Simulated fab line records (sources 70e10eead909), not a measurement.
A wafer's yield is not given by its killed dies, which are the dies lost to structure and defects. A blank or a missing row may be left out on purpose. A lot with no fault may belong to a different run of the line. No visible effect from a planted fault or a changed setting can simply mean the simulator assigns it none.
Matching of chambers | flow nand-harc | NHARC_A_SLIT_ETCH_24 on rie-diel-06: 4 sister chambers
The step etches the open film in CF4/CHF3, target depth 121 nm, time 60.5 s. 4 wafers are shown with their chamber, then 7 later ones without.

## WAFERS WITH THEIR CHAMBER
wafer  | chamber | drypump-motor-current-A (A)
L086.6 | 0       | 5.0
L085.5 | 2       | 5.8
L094.1 | 3       | 6.0
L094.3 | 1       | 5.2

## WAFERS WHOSE CHAMBER IS MISSING
wafer  | drypump-motor-current-A (A)
L094.4 | 5.8
L091.1 | 5.9
L091.5 | 4.9
L091.6 | 5.9
L095.1 | 5.8
L095.2 | 5.2
L095.3 | 5.0

## WHICH CHAMBER EACH ONE RAN IN
wafer  | from the rows above     | in truth
L094.4 | 2                       | 2
L091.1 | can't be placed: 3 or 2 | 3
L091.5 | 0                       | 0
L091.6 | can't be placed: 3 or 2 | 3
L095.1 | 2                       | 2
L095.2 | 1                       | 1
L095.3 | 0                       | 0
5 of 7 placed correctly. Can't be placed from these rows: 2 (the true chamber is among the candidates in 2). Wrongly placed: 0.
How it was worked out, from the rows above alone: a wafer's distance from a chamber is the root of the sum, over the readings, of the square of ((its reading less the chamber's mean) divided by the reading's scatter). If the next closest chamber is less than 2 further off than the closest, the wafer can't be placed; otherwise it belongs to the closest. For every chamber, the mean is computed from those of its wafers that are shown. The scatter (one wafer shown for each chamber): square how far every hidden wafer sits from the nearest shown wafer, average those squares and take the square root.
